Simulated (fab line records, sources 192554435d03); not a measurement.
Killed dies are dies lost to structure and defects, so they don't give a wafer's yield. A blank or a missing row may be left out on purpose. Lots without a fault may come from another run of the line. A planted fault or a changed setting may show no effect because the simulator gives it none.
fab line records | flow n5_finfet
record lots=24 wafers=72 last_day=19
route steps=1938 shown BEOL_M4@1058
lots that met no fault: from a run of the same line without faults
start_h: hours from the record's first day to the start of the lot's first wafer shown | wait_h: hours since the lot's step before | " the same as in the row above | L1.1+2: a row that stands for several wafers | - no value, or no start given | * or withheld: withheld | < > ~ a bound
route shown NAME@n: a module of which the file shows steps, and the number in the route of the first | usual: mean/standard deviation of fault-free wafers | same: alike in all rows | chamber/n: place in a boat | sites: the reading at each site | _std_site: their standard deviation | _edge_site: outer sites' mean less inner sites' | radius_mm: how far each site lies from the wafer's centre | mask NAME#n: copy n | behind: the tool/chamber that last shaped the wafer | hold: why the lot was held/for how many hours/how that ended | device: the transistor (n, p or np) that didn't switch | end of line: the same wafers' tests at the end of the route | a step without rows: its recipe alone | killed: dies lost to structure and defects at the first sort, not the wafer's yield | map: a wafer's dies, x killed, . not, _ none there
set.NAME: the setting as run; set.NAME@STEP: as run at that earlier step | model.NAME: the simulator's own value behind a step, which no gauge read
steps of the route over a sample of lots; a table a step, a row a wafer
services: from which hour (start_h, from the record's first day; less than 0 if before it) a tool's chamber was out of use, for how many hours, and why
## steps
# step N5_BEOL_M4_INSPECT_30
# recipe mode=adi inspect_instrument=brightfield
# usual raw_defect_count=416/93
# columns lot.wafer tool chamber start_h wait_h raw_defect_count
L074.1 defect_inspect-02 - 171.31 0.1 300
L074.2 " - " " 322
L074.6 " - " " 238
L075.2 defect_inspect-02 - 177.05 0.0 668
L075.3 " - " " 428
L075.5 " - " " 547
L076.3 defect_inspect-01 - 177.44 0.0 342
L076.4 " - " " 382
L076.5 " - " " 410
L077.2 defect_inspect-02 - 179.95 0.0 309
L077.3 " - " " 491
L077.5 " - " " 370
L078.3 defect_inspect-02 - 180.35 0.0 449
L078.4 " - " " 368
L078.6 " - " " 390
L079.1 defect_inspect-01 - 192.66 0.1 411
L079.3 " - " " 384
L079.4 " - " " 318
L083.1 defect_inspect-02 - 217.97 0.1 615
L083.4 " - " " 417
L083.5 " - " " 523
L081.4 defect_inspect-01 - 219.78 0.0 347
L081.5 " - " " 537
L081.6 " - " " 586
L082.1 defect_inspect-02 - 226.40 0.1 338
L082.2 " - " " 385
L082.4 " - " " 367
L080.3 defect_inspect-02 - 227.75 0.0 307
L080.4 " - " " 363
L080.5 " - " " 479
L084.4 defect_inspect-02 - 233.16 0.0 382
L084.5 " - " " 474
L084.6 " - " " 293
L085.1 defect_inspect-01 - 236.42 0.1 516
L085.2 " - " " 405
L085.6 " - " " 433
L086.2 defect_inspect-02 - 245.86 0.0 377
L086.3 " - " " 502
L086.4 " - " " 420
L090.1 defect_inspect-01 - 249.68 0.1 397
L090.2 " - " " 487
L090.4 " - " " 497
L087.2 defect_inspect-02 - 256.72 0.0 370
L087.3 " - " " 337
L087.4 " - " " 294
L091.2 defect_inspect-01 - 257.80 0.0 434
L091.4 " - " " 374
L091.5 " - " " 284
L088.1 defect_inspect-01 - 263.86 0.1 303
L088.3 " - " " 614
L088.5 " - " " 416
L089.2 defect_inspect-02 - 264.91 0.0 362
L089.4 " - " " 521
L089.5 " - " " 498
L092.1 defect_inspect-02 - 284.19 0.1 379
L092.2 " - " " 420
L092.3 " - " " 405
L094.2 defect_inspect-01 - 315.01 0.0 536
L094.3 " - " " 326
L094.4 " - " " 467
L093.1 defect_inspect-02 - 317.70 0.1 336
L093.2 " - " " 402
L093.4 " - " " 388
L095.3 defect_inspect-02 - 320.19 0.1 324
L095.4 " - " " 430
L095.5 " - " " 449
L097.2 defect_inspect-01 - 320.64 0.0 500
L097.4 " - " " 493
L097.6 " - " " 640
L096.2 defect_inspect-01 - 323.78 0.0 382
L096.3 " - " " 372
L096.5 " - " " 501
# step N5_BEOL_M4_TRENCH_ETCH_37
# recipe chemistry=C4F6/O2 target_depth_a=555.55 target=SiOC time_s=29.2 ion_energy_ev=250 pressure_mtorr=30 source_w=355 bias_w=185 Ar_flow_sccm=300 C4F6_flow_sccm=10 O2_flow_sccm=10
# usual drypump_motor_current_A=5.5/0.31 oes_f_703_au=0.81/0.097 oes_o_777_au=0.82/0.1 oes_product_au=0.81/0.095 rf_vpp_V=656/11 showerhead_plenum_p_Torr=2.85/0.11 throttle_valve_pct=20.76/0.22
# columns lot.wafer tool chamber start_h wait_h drypump_motor_current_A oes_f_703_au oes_o_777_au oes_product_au rf_hours_counter_h rf_vpp_V showerhead_plenum_p_Torr throttle_valve_pct
L074.1 rie_diel-04 3 - - 5.2 0.75 0.75 0.74 170 663 2.82 20.69
L074.2 " 2 " " 5.4 0.69 0.69 0.69 247 660 2.80 20.71
L074.6 " 1 " " 5.9 0.72 0.72 0.73 - 665 2.73 20.91
L075.2 rie_diel-01 2 - - 5.8 0.73 0.72 0.72 202 657 2.72 20.98
L075.3 " 0 " " 5.3 0.70 0.71 0.70 202 665 2.93 20.82
L075.5 " 0 " " 5.3 0.71 0.70 0.69 - 664 2.93 20.81
L076.3 rie_diel-04 0 - - 5.5 0.72 0.71 0.70 218 651 2.82 20.82
L076.4 " 1 " " 5.9 0.72 0.71 0.71 - 664 2.73 20.92
L076.5 " 0 " " 5.6 0.72 0.72 0.71 - 650 2.82 20.83
L077.2 rie_diel-04 0 - - 5.6 0.72 0.72 0.71 218 650 2.82 20.83
L077.3 " 1 " " 5.9 0.72 0.72 0.70 212 665 2.73 20.90
L077.5 " 0 " " 5.5 0.71 0.71 0.71 - 649 2.82 20.83
L078.3 rie_diel-01 2 - - 5.8 0.72 0.72 0.72 205 659 2.71 20.99
L078.4 " 3 " " 5.2 0.89 0.89 0.88 34 646 2.76 20.52
L078.6 " 3 " " 5.2 0.89 0.89 0.88 - 647 2.76 20.53
L079.1 rie_diel-04 1 - - 5.9 0.72 0.71 0.72 215 665 2.72 20.92
L079.3 " 0 " " 5.5 0.71 0.71 0.71 221 651 2.82 20.83
L079.4 " 1 " " 5.9 0.72 0.72 0.71 - 664 2.72 20.88
L083.1 rie_diel-03 3 - - 5.4 0.85 0.87 0.84 69 634 2.86 20.74
L083.4 " 0 " " 5.9 0.85 0.85 0.89 - 664 2.90 20.29
L083.5 " 2 " " 4.9 0.93 0.95 0.89 - 651 3.04 20.98
L081.4 rie_diel-03 0 - - 5.8 0.85 0.84 0.89 - 663 2.90 20.31
L081.5 " 3 " " 5.4 0.85 0.88 0.83 - 637 2.86 20.74
L081.6 " 2 " " 4.9 0.93 0.95 0.90 - 648 3.04 20.97
L082.1 rie_diel-01 3 - - 5.2 0.86 0.86 0.85 53 646 2.75 20.59
L082.2 " 0 " " 5.3 0.68 0.68 0.69 224 665 2.92 20.84
L082.4 " 1 " " 5.6 0.67 0.68 0.67 - 673 2.69 20.79
L080.3 rie_diel-03 2 - - 5.0 0.92 0.95 0.89 36 649 3.04 20.98
L080.4 " 3 " " 5.5 0.85 0.87 0.83 - 635 2.86 20.74
L080.5 " 2 " " 4.9 0.93 0.94 0.89 - 650 3.04 20.96
L084.4 rie_diel-03 3 - - 5.4 0.84 0.87 0.83 75 636 2.86 20.76
L084.5 " 0 " " 5.8 0.84 0.84 0.88 - 664 2.90 20.32
L084.6 " 1 " " 5.9 1.02 1.02 1.00 - 655 2.94 20.92
L085.1 rie_diel-03 1 - - 5.8 1.00 1.00 0.99 2 655 2.94 20.93
L085.2 " 0 " " 5.8 0.83 0.83 0.87 35 663 2.90 20.32
L085.6 " 1 " " 5.8 1.00 1.00 0.99 - 656 2.94 20.92
L086.2 rie_diel-03 1 - - 5.8 0.98 0.98 0.96 7 654 2.94 20.93
L086.3 " 2 " " 5.0 0.91 0.93 0.89 46 649 3.03 20.97
L086.4 " 0 " " 5.8 0.84 0.83 0.87 40 664 2.90 20.32
L091.2 rie_diel-01 3 - - 5.2 0.84 0.85 0.83 65 647 2.74 20.57
L091.4 " 0 " " 5.4 0.67 0.68 0.68 - 665 2.91 20.85
L091.5 " 3 " " 5.3 0.84 0.84 0.84 - 645 2.74 20.57
L090.1 rie_diel-04 1 - - 5.9 0.71 0.71 0.71 229 666 2.72 20.94
L090.2 " 0 " " 5.5 0.69 0.69 0.69 247 650 2.81 20.87
L090.4 " 1 " " 5.9 0.70 0.70 0.71 - 665 2.72 20.92
L087.2 rie_diel-04 1 - - 5.9 0.70 0.70 0.70 236 663 2.71 20.94
L087.3 " 3 " " 5.2 0.71 0.72 0.72 212 663 2.80 20.76
L087.4 " 3 " " 5.2 0.72 0.73 0.71 - 664 2.80 20.77
L088.1 rie_diel-03 1 - - 5.8 0.95 0.96 0.95 14 657 2.94 20.95
L088.3 " 3 " " 5.4 0.84 0.85 0.80 89 636 2.85 20.77
L088.5 " 1 " " 5.8 0.96 0.96 0.94 - 656 2.94 20.94
L089.2 rie_diel-03 3 - - 5.4 0.84 0.85 0.80 90 635 2.85 20.76
L089.4 " 1 " " 5.8 0.96 0.96 0.94 - 655 2.94 20.95
L089.5 " 3 " " 5.4 0.83 0.84 0.81 - 635 2.85 20.77
L092.1 rie_diel-01 2 - - 5.8 0.71 0.70 0.70 228 659 2.70 21.02
L092.2 " 3 " " 5.3 0.82 0.82 0.81 85 646 2.73 20.61
L092.3 " 1 " " 5.6 0.94 0.94 0.96 7 683 3.02 20.41
L094.2 rie_diel-01 0 - - 5.3 0.92 0.92 0.96 6 664 2.90 20.47
L094.3 " 2 " " 5.8 0.70 0.70 0.70 234 657 2.70 21.04
L094.4 " 3 " " 5.3 0.81 0.82 0.80 92 646 2.73 20.62
L097.2 rie_diel-03 3 - - 5.4 0.82 0.84 0.79 105 635 2.84 20.79
L097.4 " 2 " " 4.9 0.88 0.89 0.86 68 649 3.02 21.04
L097.6 " 3 " " 5.4 0.82 0.84 0.79 - 635 2.84 20.78
L093.1 rie_diel-04 0 - - 5.5 0.96 0.97 0.98 6 650 2.80 20.44
L093.2 " 2 " " 5.4 0.89 0.89 0.89 42 661 2.78 20.38
L093.4 " 3 " " 5.2 0.70 0.72 0.70 - 662 2.79 20.78
L096.2 rie_diel-01 1 - - 5.6 0.92 0.91 0.93 15 683 3.02 20.43
L096.3 " 0 " " 5.3 0.91 0.92 0.96 8 665 2.90 20.47
L096.5 " 0 " " 5.3 0.92 0.92 0.95 - 664 2.90 20.48
L095.3 rie_diel-03 2 - - 5.0 0.87 0.90 0.84 69 648 3.02 21.01
L095.4 " 0 " " 5.8 0.81 0.80 0.84 57 664 2.89 20.35
L095.5 " 2 " " 4.9 0.87 0.90 0.84 - 650 3.02 21.03
# step N5_BEOL_M4_SURFACE_TREAT_85
# recipe gas=Ar time_s=* ion_energy_ev=* ion_current_ma_cm2=0.5 pressure_mtorr=* ar_flow_sccm=30
# usual pressure_mtorr=* throttle_valve_pct=*
# columns lot.wafer tool chamber start_h wait_h pressure_mtorr throttle_valve_pct
L074.1 pvd_sputter-02 - 173.32 0.1 * *
L074.2 " - " " * *
L074.6 " - " " * *
L075.2 pvd_sputter-01 - 184.34 0.2 * *
L075.3 " - " " * *
L075.5 " - " " * *
L076.3 pvd_sputter-01 - 191.62 0.1 * *
L076.4 " - " " * *
L076.5 " - " " * *
L077.2 pvd_sputter-01 - 191.80 0.1 * *
L077.3 " - " " * *
L077.5 " - " " * *
L078.3 pvd_sputter-03 - 192.28 0.4 * *
L078.4 " - " " * *
L078.6 " - " " * *
L079.1 pvd_sputter-01 - 198.48 0.3 * *
L079.3 " - " " * *
L079.4 " - " " * *
L083.1 pvd_sputter-03 - 227.64 0.1 * *
L083.4 " - " " * *
L083.5 " - " " * *
L081.4 pvd_sputter-01 - 228.04 0.1 * *
L081.5 " - " " * *
L081.6 " - " " * *
L082.1 pvd_sputter-03 - 232.00 0.2 * *
L082.2 " - " " * *
L082.4 " - " " * *
L080.3 pvd_sputter-01 - 232.62 0.4 * *
L080.4 " - " " * *
L080.5 " - " " * *
L084.4 pvd_sputter-02 - 239.18 1.5 * *
L084.5 " - " " * *
L084.6 " - " " * *
L085.1 pvd_sputter-01 - 242.27 0.2 * *
L085.2 " - " " * *
L085.6 " - " " * *
L086.2 pvd_sputter-01 - 259.32 0.1 * *
L086.3 " - " " * *
L086.4 " - " " * *
L091.2 pvd_sputter-03 - 263.89 0.2 * *
L091.4 " - " " * *
L091.5 " - " " * *
L090.1 pvd_sputter-02 - 264.16 0.1 * *
L090.2 " - " " * *
L090.4 " - " " * *
L087.2 pvd_sputter-01 - 279.29 0.1 * *
L087.3 " - " " * *
L087.4 " - " " * *
L088.1 pvd_sputter-02 - 284.25 0.1 * *
L088.3 " - " " * *
L088.5 " - " " * *
L089.2 pvd_sputter-01 - 288.55 0.2 * *
L089.4 " - " " * *
L089.5 " - " " * *
L092.1 pvd_sputter-02 - 310.27 0.1 * *
L092.2 " - " " * *
L092.3 " - " " * *
L094.2 pvd_sputter-03 - 327.01 0.7 * *
L094.3 " - " " * *
L094.4 " - " " * *
L097.2 pvd_sputter-02 - 329.47 0.2 * *
L097.4 " - " " * *
L097.6 " - " " * *
L093.1 pvd_sputter-01 - 329.62 0.2 * *
L093.2 " - " " * *
L093.4 " - " " * *
L096.2 pvd_sputter-03 - 332.89 0.2 * *
L096.3 " - " " * *
L096.5 " - " " * *
L095.3 pvd_sputter-01 - 334.28 0.3 * *
L095.4 " - " " * *
L095.5 " - " " * *
# step N5_BEOL_M4_SPUTTER_48
# recipe material=Cu target_thk_a=45 temp_c=-20 chamber_pressure_pa=0.07 power_w=withheld time_s=8.29
# usual substrate_temp_c=-19.99/0.12 throttle_valve_pct=29.3/1.2
# columns lot.wafer tool chamber start_h wait_h substrate_temp_c throttle_valve_pct
L074.1 pvd_sputter-02 - 173.56 0.1 -20.13 26.8
L074.2 " - " " -20.03 30.5
L074.6 " - " " -19.71 26.8
L075.2 pvd_sputter-03 - 184.72 0.1 -19.98 29.9
L075.3 " - " " -20.04 30.1
L075.5 " - " " -19.97 29.3
L076.3 pvd_sputter-01 - 191.84 0.1 -19.90 28.6
L076.4 " - " " -19.93 30.4
L076.5 " - " " -19.84 28.3
L077.2 pvd_sputter-02 - 192.12 0.1 -19.89 28.5
L077.3 " - " " -20.06 26.5
L077.5 " - " " -19.72 30.6
L078.3 pvd_sputter-02 - 193.96 1.3 -19.99 30.7
L078.4 " - " " -19.84 28.3
L078.6 " - " " -19.92 28.6
L079.1 pvd_sputter-03 - 200.66 1.9 -20.00 29.9
L079.3 " - " " -20.28 29.5
L079.4 " - " " -20.07 29.0
L083.1 pvd_sputter-02 - 227.86 0.1 -19.90 27.0
L083.4 " - " " -20.02 30.5
L083.5 " - " " -20.03 30.7
L081.4 pvd_sputter-01 - 228.28 0.0 -19.96 28.5
L081.5 " - " " -19.81 30.1
L081.6 " - " " -20.00 30.3
L082.1 pvd_sputter-02 - 232.24 0.1 -20.21 28.6
L082.2 " - " " -19.86 30.5
L082.4 " - " " -20.07 30.5
L080.3 pvd_sputter-02 - 234.08 1.1 -19.97 30.3
L080.4 " - " " -20.18 26.4
L080.5 " - " " -19.97 28.4
L084.4 pvd_sputter-02 - 239.52 0.1 -19.85 28.4
L084.5 " - " " -20.00 26.5
L084.6 " - " " -20.00 28.5
L085.1 pvd_sputter-03 - 242.50 0.1 -19.99 29.7
L085.2 " - " " -19.94 29.9
L085.6 " - " " -19.96 29.3
L086.2 pvd_sputter-02 - 259.60 0.1 -20.10 28.6
L086.3 " - " " -20.09 26.8
L086.4 " - " " -20.18 30.5
L091.2 pvd_sputter-03 - 264.14 0.1 -20.12 30.0
L091.4 " - " " -20.00 29.1
L091.5 " - " " -19.84 29.1
L090.1 pvd_sputter-02 - 264.44 0.1 -19.88 30.6
L090.2 " - " " -19.85 30.4
L090.4 " - " " -20.26 26.8
L087.2 pvd_sputter-02 - 279.51 0.1 -19.96 30.3
L087.3 " - " " -19.89 30.7
L087.4 " - " " -19.75 26.6
L088.1 pvd_sputter-01 - 284.48 0.1 -19.92 30.1
L088.3 " - " " -20.01 30.1
L088.5 " - " " -19.87 29.0
L089.2 pvd_sputter-01 - 288.77 0.1 -20.01 30.1
L089.4 " - " " -19.84 30.3
L089.5 " - " " -20.08 30.0
L092.1 pvd_sputter-03 - 310.62 0.1 -20.04 29.2
L092.2 " - " " -19.94 29.4
L092.3 " - " " -19.87 30.0
L094.2 pvd_sputter-03 - 327.35 0.2 -20.14 29.5
L094.3 " - " " -20.10 29.9
L094.4 " - " " -20.05 28.8
L097.2 pvd_sputter-03 - 329.71 0.1 -20.05 29.6
L097.4 " - " " -19.98 29.7
L097.6 " - " " -20.02 29.9
L093.1 pvd_sputter-01 - 329.96 0.2 -19.86 30.2
L093.2 " - " " -19.92 28.7
L093.4 " - " " -19.87 29.7
L096.2 pvd_sputter-03 - 333.35 0.3 -20.03 29.4
L096.3 " - " " -20.05 29.2
L096.5 " - " " -19.92 28.9
L095.3 pvd_sputter-01 - 334.64 0.2 -19.99 30.0
L095.4 " - " " -20.01 28.2
L095.5 " - " " -20.13 30.3
# step N5_BEOL_M4_SPUTTER_88
# recipe material=Cu target_thk_a=45 temp_c=-20 chamber_pressure_pa=0.07 power_w=withheld time_s=8.29
# usual substrate_temp_c=-19.99/0.11 throttle_valve_pct=29.3/1.2
# columns lot.wafer tool chamber start_h wait_h substrate_temp_c throttle_valve_pct
L074.1 pvd_sputter-02 - 174.44 0.1 -19.89 26.8
L074.2 " - " " -19.90 30.4
L074.6 " - " " -20.14 26.7
L075.2 pvd_sputter-03 - 185.60 0.1 -20.00 30.0
L075.3 " - " " -19.98 30.2
L075.5 " - " " -19.93 29.6
L076.3 pvd_sputter-01 - 192.72 0.1 -19.98 28.2
L076.4 " - " " -20.22 30.2
L076.5 " - " " -20.02 28.8
L077.2 pvd_sputter-02 - 193.00 0.1 -19.97 28.2
L077.3 " - " " -20.01 26.5
L077.5 " - " " -20.12 30.4
L078.3 pvd_sputter-02 - 194.84 0.1 -20.08 30.6
L078.4 " - " " -20.10 28.3
L078.6 " - " " -20.06 28.6
L079.1 pvd_sputter-03 - 201.54 0.1 -20.03 30.2
L079.3 " - " " -19.99 29.3
L079.4 " - " " -19.94 29.1
L083.1 pvd_sputter-02 - 228.74 0.1 -20.00 26.6
L083.4 " - " " -20.10 30.7
L083.5 " - " " -20.02 30.6
L081.4 pvd_sputter-01 - 229.16 0.1 -19.86 28.9
L081.5 " - " " -20.12 29.8
L081.6 " - " " -20.06 30.3
L082.1 pvd_sputter-02 - 233.12 0.1 -20.08 28.3
L082.2 " - " " -20.00 30.6
L082.4 " - " " -20.02 30.8
L080.3 pvd_sputter-02 - 234.96 0.1 -19.83 30.4
L080.4 " - " " -20.11 26.5
L080.5 " - " " -20.01 28.6
L084.4 pvd_sputter-02 - 240.40 0.1 -20.09 28.4
L084.5 " - " " -20.15 26.9
L084.6 " - " " -19.88 28.5
L085.1 pvd_sputter-03 - 243.38 0.1 -19.98 29.5
L085.2 " - " " -19.89 30.1
L085.6 " - " " -20.00 28.9
L086.2 pvd_sputter-02 - 260.48 0.1 -20.17 28.4
L086.3 " - " " -20.08 26.5
L086.4 " - " " -20.03 30.7
L090.1 pvd_sputter-02 - 265.32 0.1 -19.99 30.8
L090.2 " - " " -20.14 30.4
L090.4 " - " " -19.91 26.7
L087.2 pvd_sputter-02 - 280.39 0.1 -19.99 30.2
L087.3 " - " " -19.94 30.8
L087.4 " - " " -19.99 26.9
L088.1 pvd_sputter-01 - 285.36 0.1 -20.14 30.2
L088.3 " - " " -19.74 30.1
L088.5 " - " " -20.15 28.7
L089.2 pvd_sputter-01 - 289.65 0.1 -19.87 30.0
L089.4 " - " " -20.00 30.2
L089.5 " - " " -19.77 30.2
L091.2 pvd_sputter-03 - 290.61 25.7 -20.13 29.8
L091.4 " - " " -19.90 28.8
L091.5 " - " " -20.06 29.1
L092.1 pvd_sputter-03 - 311.50 0.1 -19.99 29.3
L092.2 " - " " -20.02 29.4
L092.3 " - " " -20.12 30.1
L094.2 pvd_sputter-03 - 328.23 0.1 -20.29 29.3
L094.3 " - " " -20.00 30.0
L094.4 " - " " -19.82 29.2
L097.2 pvd_sputter-03 - 330.59 0.1 -20.00 29.6
L097.4 " - " " -19.97 29.4
L097.6 " - " " -19.95 29.9
L093.1 pvd_sputter-01 - 330.84 0.1 -20.01 30.2
L093.2 " - " " -19.92 28.7
L093.4 " - " " -19.89 29.7
L096.2 pvd_sputter-03 - 334.23 0.1 -19.82 29.5
L096.3 " - " " -19.88 29.0
L096.5 " - " " -19.84 29.3
L095.3 pvd_sputter-01 - 335.52 0.1 -19.82 29.9
L095.4 " - " " -19.96 28.3
L095.5 " - " " -19.84 30.0
# step N5_BEOL_M4_SPUTTER_90
# recipe material=Cu target_thk_a=45 temp_c=-20 chamber_pressure_pa=0.07 power_w=withheld time_s=8.29
# usual substrate_temp_c=-20.00/0.092 throttle_valve_pct=29.2/1.2
# columns lot.wafer tool chamber start_h wait_h substrate_temp_c throttle_valve_pct
L074.1 pvd_sputter-02 - 174.66 0.1 -19.84 26.6
L074.2 " - " " -20.09 30.2
L074.6 " - " " -19.96 26.6
L075.2 pvd_sputter-03 - 185.82 0.1 -20.05 29.9
L075.3 " - " " -19.86 29.9
L075.5 " - " " -20.18 29.3
L076.3 pvd_sputter-01 - 192.94 0.1 -19.97 28.6
L076.4 " - " " -19.93 30.4
L076.5 " - " " -20.04 28.2
L077.2 pvd_sputter-02 - 193.22 0.1 -20.02 28.4
L077.3 " - " " -20.02 26.8
L077.5 " - " " -20.07 30.6
L078.3 pvd_sputter-02 - 195.06 0.1 -20.03 30.6
L078.4 " - " " -20.03 28.5
L078.6 " - " " -20.17 28.4
L079.1 pvd_sputter-03 - 201.76 0.1 -19.97 30.3
L079.3 " - " " -19.94 29.6
L079.4 " - " " -19.93 29.0
L083.1 pvd_sputter-02 - 228.96 0.1 -20.00 26.6
L083.4 " - " " -20.02 30.6
L083.5 " - " " -20.07 30.7
L081.4 pvd_sputter-01 - 229.38 0.1 -20.08 28.6
L081.5 " - " " -19.83 30.0
L081.6 " - " " -20.09 30.1
L082.1 pvd_sputter-02 - 233.34 0.1 -19.89 28.3
L082.2 " - " " -20.12 30.3
L082.4 " - " " -19.94 30.2
L080.3 pvd_sputter-02 - 235.18 0.1 -20.05 30.2
L080.4 " - " " -20.04 26.4
L080.5 " - " " -20.01 28.6
L084.4 pvd_sputter-02 - 240.62 0.1 -19.88 28.5
L084.5 " - " " -20.10 26.7
L084.6 " - " " -19.89 28.6
L085.1 pvd_sputter-03 - 243.60 0.1 -19.90 29.3
L085.2 " - " " -20.16 30.0
L085.6 " - " " -20.08 29.1
L086.2 pvd_sputter-02 - 260.70 0.1 -20.02 28.6
L086.3 " - " " -19.92 26.7
L086.4 " - " " -20.06 30.4
L090.1 pvd_sputter-02 - 265.54 0.1 -20.07 30.5
L090.2 " - " " -20.06 30.4
L090.4 " - " " -20.13 26.6
L087.2 pvd_sputter-02 - 280.61 0.1 -19.97 30.2
L087.3 " - " " -20.00 30.5
L087.4 " - " " -19.99 26.8
L088.1 pvd_sputter-01 - 285.58 0.1 -19.99 30.3
L088.3 " - " " -19.93 30.2
L088.5 " - " " -19.94 28.9
L089.2 pvd_sputter-01 - 289.87 0.1 -19.87 29.9
L089.4 " - " " -19.90 30.1
L089.5 " - " " -19.95 30.2
L091.2 pvd_sputter-03 - 290.83 0.1 -20.05 30.1
L091.4 " - " " -20.10 29.1
L091.5 " - " " -20.02 29.2
L092.1 pvd_sputter-03 - 311.72 0.1 -19.98 29.2
L092.2 " - " " -20.07 29.3
L092.3 " - " " -20.17 30.2
L094.2 pvd_sputter-03 - 328.45 0.1 -20.01 29.5
L094.3 " - " " -19.82 29.7
L094.4 " - " " -19.89 29.1
L097.2 pvd_sputter-03 - 330.81 0.1 -19.98 29.3
L097.4 " - " " -19.94 29.4
L097.6 " - " " -20.02 30.2
L093.1 pvd_sputter-01 - 331.06 0.1 -19.97 30.1
L093.2 " - " " -20.04 28.9
L093.4 " - " " -20.03 29.9
L096.2 pvd_sputter-03 - 334.45 0.1 -19.94 29.7
L096.3 " - " " -19.89 28.8
L096.5 " - " " -19.87 29.1
L095.3 pvd_sputter-01 - 335.74 0.1 -19.91 30.0
L095.4 " - " " -20.09 28.2
L095.5 " - " " -20.01 30.1
## services
# columns tool chamber start_h hours kind
rie_diel-03 - 149.57 2.8 pm
rie_diel-04 0 165.31 3.0 repair
rie_diel-04 2 183.03 - clean
rie_diel-04 2 183.03 - consumable_replace:focus_ring
rie_diel-04 2 183.03 14.3 scheduled_down
rie_diel-04 2 183.03 14.3 vent_cycle
rie_diel-03 1 218.97 - clean
rie_diel-03 1 218.97 - consumable_replace:focus_ring
rie_diel-03 1 218.97 17.2 scheduled_down
rie_diel-03 1 218.97 17.2 vent_cycle
rie_diel-04 1 232.60 8.5 repair
rie_diel-01 3 236.72 4.0 repair
rie_diel-01 1 259.55 - clean
rie_diel-01 1 259.55 - consumable_replace:focus_ring
rie_diel-01 1 259.55 - consumable_replace:showerhead
rie_diel-04 2 262.52 29.1 repair
rie_diel-03 0 285.15 18.7 repair
rie_diel-04 0 291.63 - clean
rie_diel-04 0 291.63 - consumable_replace:focus_ring
rie_diel-04 0 291.63 22.6 scheduled_down
rie_diel-04 0 291.63 22.6 vent_cycle
rie_diel-01 0 291.88 - clean
rie_diel-01 0 291.88 - consumable_replace:focus_ring
rie_diel-04 1 314.27 - clean
## key
fault none
